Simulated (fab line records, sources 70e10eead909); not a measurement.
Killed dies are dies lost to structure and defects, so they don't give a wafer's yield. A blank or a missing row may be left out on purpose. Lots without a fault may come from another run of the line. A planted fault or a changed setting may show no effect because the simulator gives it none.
A struck lot beside a sound one | flow nand_harc | 23 steps out of a route of 1302
Sound: wafers L858.1, L858.3, L858.6. Struck: wafers L871.1, L871.3, L871.5. The cause comes at the end.
At each step with rows: each side's tool, then ch and its chambers, then its first start. Under that, the readings that differ: sound wafers | struck wafers | difference of the means | sigmas: that difference in standard deviations of wafers without a fault.
alike: readings whose means differ by less than 2 such deviations, and words and numbers that are the same on both sides. not compared: withheld readings, readings that some wafer has no value for, bounds like >300 that may hide the same value, and numbers for which the record gives no deviation and whose values overlap.
The two part at a step that has a row with sigmas, a row that says differs or no value, or rows on one side only. Numbers that don't overlap but have no deviation are shown without sigmas and don't part them. A reading that every wafer of one side lacks parts them only if that side has two wafers or more.

NHARC_P_CONTACT_DEP_00: deposits SiO2, target thk 500 nm.
  sound on pecvd-02 ch 0,2; struck on pecvd-02 ch 0,2
  alike: heater_power_w, susceptor_temp_C, throttle_valve_pct
NHARC_P_CONTACT_CMP_01: polishes SiO2, target thk 200 nm.
  sound on cmp-04 ch 0,1,3, day 6 18:05; struck on cmp-04 ch 2,3, day 12 00:05
  alike: motor_current_A, retaining_ring_pressure_frac, slurry_flow_ml_min
then, 9 steps without rows for these wafers: NHARC_P_CONTACT_SRD_03; NHARC_P_CONTACT_DEHYDRATE_04 (time 120 s); NHARC_P_CONTACT_HMDS_05 (time 30 s); NHARC_P_CONTACT_COAT_33 (time 75 s); NHARC_P_CONTACT_COAT_34 (time 65 s); NHARC_P_CONTACT_COAT_06 (resist thk 90 nm); NHARC_P_CONTACT_SOFTBAKE_07 (time 55 s); NHARC_P_CONTACT_EBR_08; NHARC_P_CONTACT_EXPOSE_09 (exposes mask P CA, target cd 90 nm).
NHARC_P_CONTACT_PEB_10: peb time 65 s.
  sound on litho_track-01 ch 0, day 6 18:39; struck on litho_track-01 ch 0, day 12 00:43
  reading                  | sound              | struck               | difference | sigmas
  heater_power_total_W (W) | 156.8 156.8 156.7  | 165.7 165.4 165.6    | +8.8       | +21
  plate_temp_C (C)         | 100.07 99.85 99.89 | 104.36 104.18 104.25 | +4.33      | +39
  alike: exhaust_pa
then, 1 step without rows for these wafers: NHARC_P_CONTACT_DEVELOP_11 (develop time 35 s).
NHARC_P_CONTACT_CD_MEAS_12: target cd 90 nm.
  sound on cd_sem-01 ch 0, day 6 18:44; struck on cd_sem-03 ch 0, day 12 00:47
  reading    | sound          | struck            | difference | sigmas
  cd_nm (nm) | 91.1 90.9 90.0 | 106.0 106.2 106.7 | +15.6      | +17
NHARC_P_CONTACT_OVL_MEAS_13:
  sound on overlay-01, day 6 18:49; struck on overlay-02, day 12 00:53
  alike: overlay_x_nm, overlay_y_nm
NHARC_P_CONTACT_INSPECT_14:
  sound on defect_inspect-01, day 6 18:51; struck on defect_inspect-01, day 12 00:55
  alike: raw_defect_count
NHARC_P_CONTACT_DESCUM_17: chemistry O2, time 3 s.
  sound on rie_diel-08 ch 1,3, day 6 18:55; struck on rie_diel-11 ch 0,2,3, day 12 01:00
  reading                    | sound             | struck            | difference | sigmas
  model.P_CONTACT.cd_nm (nm) | 90.86 92.49 89.91 | 104.7 107.1 106.8 | +15.1      |
  alike: drypump_motor_current_A, oes_product_au, rf_vpp_V, showerhead_plenum_p_Torr, throttle_valve_pct
  not compared: rf_hours_counter_h
NHARC_P_CONTACT_ETCH_35: etches the open film in CF4, target depth 39 nm, time 65 s.
  sound on rie_diel-08 ch 1,2,3, day 6 19:00; struck on rie_diel-11 ch 0,1, day 12 01:04
  alike: cf4_flow_sccm, drypump_motor_current_A, oes_product_au, rf_vpp_V, showerhead_plenum_p_Torr, throttle_valve_pct
  not compared: rf_hours_counter_h
NHARC_P_CONTACT_ETCH_36: etches the open film in N2/H2, target depth 260 nm, time 406.25 s.
  sound on rie_diel-08 ch 0,2,3; struck on rie_diel-11 ch 0,2
  alike: drypump_motor_current_A, oes_product_au, rf_vpp_V, showerhead_plenum_p_Torr, throttle_valve_pct
  not compared: rf_hours_counter_h
NHARC_P_CONTACT_ETCH_18: etches the open film in C4F8/O2/Ar, target depth 481 nm, time 240.5 s.
  sound on rie_diel-08 ch 1,2,3; struck on rie_diel-11 ch 0,3
  alike: oes_product_au, rf_vpp_V
  not compared: rf_hours_counter_h
then, 1 step without rows for these wafers: NHARC_P_CONTACT_STRIP_37 (strips in C4F8/O2/Ar).
NHARC_P_CONTACT_ETCH_31: etches the open film in CH3F/O2, target depth 30 nm, time 85.7 s.
  sound on rie_diel-08 ch 1,2; struck on rie_diel-11 ch 0,1
  reading                     | sound            | struck            | difference | sigmas
  drypump_motor_current_A (A) | 5.0 5.5 5.0      | 6.5 5.7 5.7       | +0.8       | +2
  model.P_CONTACT.cd_nm (nm)  | 91.2 88.41 91.82 | 103.2 104.5 105.2 | +13.8      |
  alike: oes_product_au, rf_vpp_V, showerhead_plenum_p_Torr, throttle_valve_pct
  not compared: rf_hours_counter_h
NHARC_P_CONTACT_CD_MEAS_19:
  sound on cd_sem-01, day 6 19:47; struck on cd_sem-02, day 12 01:51
  reading    | sound          | struck            | difference | sigmas
  cd_nm (nm) | 91.5 88.3 91.7 | 103.5 104.4 105.8 | +14.1      | +7

WHERE THEY PART
First at NHARC_P_CONTACT_PEB_10; last, within this record, at NHARC_P_CONTACT_CD_MEAS_19.

WHY: what the simulator had put in
Process parameter drift: litho_track-01, from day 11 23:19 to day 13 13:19, at NHARC_P_CONTACT_PEB_10. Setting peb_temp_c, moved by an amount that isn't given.
